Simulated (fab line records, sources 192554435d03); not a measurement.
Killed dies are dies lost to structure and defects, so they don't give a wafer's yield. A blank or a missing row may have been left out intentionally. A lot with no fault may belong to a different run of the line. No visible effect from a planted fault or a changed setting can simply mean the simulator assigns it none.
A lot that was struck, set against a sound lot | flow n5-finfet | 16 out of 1938 route steps
Sound: wafers L710.1, L710.2, L710.3. Struck: wafer L725.5. (L725.4 of the same lot was not struck and is left out.) The cause comes at the end.
Order at every step that has rows: each side's tool, ch and its chambers, its first start. Under that, the readings that differ: sound wafers | struck wafers | difference of the means | sigmas: that difference in standard deviations of wafers without a fault.
alike: words and numbers the same on both sides, and readings whose means are apart by under 2 such deviations; not compared: readings that were withheld, readings missing a value for some wafer, numbers with overlapping values and no deviation given by the record, and bounds like >300 which may hide the same value.
A row with sigmas, a row that says differs or no value, or rows on one side alone: a step with any of these is where the two part. When numbers do not overlap yet have no deviation, they are printed without sigmas and do not part them. Lack of a reading on every wafer of one side parts them only where that side has two or more wafers.

first, 4 steps without rows for these wafers: N5_BEOL_M11_HM_STRIP_39 (strips TiN in peroxide tin strip, target depth 25 nm, time 158 s); N5_BEOL_M11_SRD_40 (time 30 s); N5_BEOL_M11_PRECLEAN_42 (cleans in residue remover, time 60 s); N5_BEOL_M11_SRD_43 (time 30 s).
N5_BEOL_M11_CD_MEAS_35: target cd 70 nm.
  sound on cd-sem-02 at day 9 17:51; struck on cd-sem-01 at day 14 04:16
  alike: cd-nm
N5_BEOL_M11_CURE_72: cures SiCOH lowk, time 120 s.
  sound on uv-cure-03 ch 2, day 9 17:56; struck on uv-cure-01 ch 2, day 14 04:28
  alike: lamp-power-pct, wafer_temp_C_max
N5_BEOL_M11_DEGAS_44: time 60 s.
  sound on pvd-sputter-03 at day 9 18:27; struck on pvd-sputter-01 at day 14 05:35
  alike: heater-power-w, susceptor-temp-C
then, 1 step without rows for these wafers: N5_BEOL_M11_PRE_CLEAN_45 (time 30 s).
N5_BEOL_M11_ALD_74: deposits TaN, target thk 2 nm, pulse time 2 s, purge time 3 s.
  sound on ald-metal-03 ch 0,1,3, day 9 18:37; struck on ald-metal-03 ch 1, day 14 05:41
  alike: heater-power-w, susceptor-temp-C
N5_BEOL_M11_SURFACE_TREAT_76:
  sound on pvd-sputter-03 at day 9 19:13; struck on pvd-sputter-01 at day 14 06:02
  not compared: throttle-valve-pct
then, 1 step without rows for these wafers: N5_BEOL_M11_CVD_75 (deposits Co from CCTBA/H2, target thk 2 nm, time 138.9 s).
N5_BEOL_M11_SPUTTER_48: material Cu, target thk 12 nm, time 2 s.
  sound on pvd-sputter-02 at day 9 19:38; struck on pvd-sputter-01 at day 14 06:22
  alike: susceptor-temp-C, throttle-valve-pct
N5_BEOL_M11_ECD_50: material Cu, target thk 318 nm.
  sound on ecd-cu-01 ch 0,1, day 9 19:44; struck on ecd-cu-01 ch 0, day 14 06:31
  reading                                 | sound             | struck | difference | sigmas
  model.Cu_of_BEOL_M11_ECD_50.thk-nm (nm) | 314.4 321.6 320.6 | 575.6  | +256.7     |
then, 1 step without rows for these wafers: N5_BEOL_M11_ANNEAL_51 (time 90 s).
N5_BEOL_M11_CMP_52: polishes, stops on SiCOH lowk, t overpolish 7 s, target thk 140 nm.
  sound on cmp-01 ch 0,2,3, day 9 20:39; struck on cmp-01 ch 3, day 14 07:00
  reading                | sound          | struck | difference | sigmas
  time-to-endpoint-s (s) | 60.1 66.4 65.2 | 123.0  | +59.1      | +23
  alike: clearing-platen-down-force-psi, motor-current-A, slurry-flow-ml-min
N5_BEOL_M11_THK_MEAS_53: measures by xrf.
  sound on film-metro-01 at day 9 20:56; struck on film-metro-01 at day 14 07:11
  alike: M11_THK

WHERE THEY PART
Only at N5_BEOL_M11_CMP_52, within this record. Later steps at which nothing parts them and some readings are alike: N5_BEOL_M11_THK_MEAS_53.

WHY: the cause the simulator had injected
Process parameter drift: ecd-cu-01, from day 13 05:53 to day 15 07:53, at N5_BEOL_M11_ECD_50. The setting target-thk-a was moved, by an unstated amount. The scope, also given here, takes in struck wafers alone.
